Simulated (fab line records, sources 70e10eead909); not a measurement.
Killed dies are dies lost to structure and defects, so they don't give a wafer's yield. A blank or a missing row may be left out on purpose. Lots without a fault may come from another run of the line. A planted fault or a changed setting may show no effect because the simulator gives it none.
A struck lot beside a sound one | flow nand_harc | 15 steps out of a route of 1302
Sound: wafers L418.1, L418.4, L418.5. Struck: wafers L411.1, L411.3, L411.6. The cause comes at the end.
At each step with rows: each side's tool, then ch and its chambers, then its first start. Under that, the readings that differ: sound wafers | struck wafers | difference of the means | sigmas: that difference in standard deviations of wafers without a fault.
alike: readings whose means differ by less than 2 such deviations, and words and numbers that are the same on both sides. not compared: withheld readings, readings that some wafer has no value for, bounds like >300 that may hide the same value, and numbers for which the record gives no deviation and whose values overlap.
The two part at a step that has a row with sigmas, a row that says differs or no value, or rows on one side only. Numbers that don't overlap but have no deviation are shown without sigmas and don't part them. A reading that every wafer of one side lacks parts them only if that side has two wafers or more.

first, 7 steps without rows for these wafers: NHARC_P_STI_COAT_41 (time 65 s); NHARC_P_STI_COAT_03 (resist thk 600 nm); NHARC_P_STI_SOFTBAKE_04 (time 70 s); NHARC_P_STI_EBR_05; NHARC_P_STI_EXPOSE_06 (exposes mask P STI, target cd 200 nm); NHARC_P_STI_PEB_07 (peb time 80 s); NHARC_P_STI_DEVELOP_08 (time 50 s).
NHARC_P_STI_CD_MEAS_09: target cd 200 nm.
  sound on cd_sem-03 ch 0, day 9 20:14; struck on cd_sem-01 ch 0, day 7 02:24
  alike: cd_nm
NHARC_P_STI_OVL_MEAS_10:
  sound on overlay-01, day 9 20:20; struck on overlay-02, day 7 02:29
  alike: overlay_x_nm, overlay_y_nm
NHARC_P_STI_INSPECT_11:
  sound on defect_inspect-01, day 9 20:22; struck on defect_inspect-01, day 7 02:31
  alike: raw_defect_count
then, 1 step without rows for these wafers: NHARC_P_STI_HARDBAKE_13 (time 65 s).
NHARC_P_STI_DESCUM_14: chemistry O2, time 3 s.
  sound on rie_diel-11 ch 1,2,3, day 9 20:30; struck on rie_diel-04 ch 0,1,2, day 7 02:40
  reading                         | sound          | struck         | difference | sigmas
  showerhead_plenum_p_Torr (Torr) | 2.05 2.05 1.94 | 1.80 1.78 1.78 | -0.23      | -2
  alike: drypump_motor_current_A, o2_flow_sccm, oes_product_au, rf_vpp_V, throttle_valve_pct
  not compared: rf_hours_counter_h
NHARC_P_STI_ETCH_42: etches the open film in N2/H2, target depth 80 nm, overetch 24 nm, time 61 s.
  sound on rie_diel-11 ch 0,1, day 9 20:35; struck on rie_diel-04 ch 0,3, day 7 02:44
  no value came back on the struck wafers for any of 7 readings (bias_w (W), chamber_pressure_mTorr (mTorr) and others); on the sound wafers bias_w (W) reads 150.3 150.1 150.5
  not compared: rf_hours_counter_h
NHARC_P_STI_ETCH_31: etches the open film in CF4/CHF3, target depth 108.9 nm, time 54.5 s.
  sound on rie_diel-11 ch 1,3; struck on rie_diel-04 ch 0,1,3, day 7 02:50
  reading                         | sound             | struck            | difference | sigmas
  rf_vpp_V (V)                    | 375.2 374.5 372.8 | 366.7 368.0 370.3 | -5.8       | -2
  showerhead_plenum_p_Torr (Torr) | 1.68 1.68 1.68    | 1.47 1.47 1.58    | -0.17      | -2
  alike: bias_w, cf4_flow_sccm, drypump_motor_current_A, oes_product_au, throttle_valve_pct
  not compared: rf_hours_counter_h
-- the record jumps here: 22 days lie between the struck wafers' starts before and after (it left off in module P_STI and takes up again in module END, whose first step shown is number 1302 of the route) --
NHARC_END_SORT_01:
  sound on prober-02 ch 0, day 31 08:55; struck on prober-01 ch 0, day 28 22:31
  reading             | sound    | struck                                                               | difference                   | sigmas
  hold                | - - -    | await_dispo/6.5h/scrap await_dispo/6.5h/scrap await_dispo/6.5h/scrap | no value on the sound wafers |
  killed_at_periphery | 2 4 4    | 634 627 625                                                          | +625                         | +99 or more
  killed_dies         | 74 74 69 | 677 677 677                                                          | +605                         | +34
  alike: killed_at_array, killed_at_other, killed_open, killed_short

WHERE THEY PART
First at NHARC_P_STI_DESCUM_14; last, within this record, at NHARC_END_SORT_01.

WHY: what the simulator had put in
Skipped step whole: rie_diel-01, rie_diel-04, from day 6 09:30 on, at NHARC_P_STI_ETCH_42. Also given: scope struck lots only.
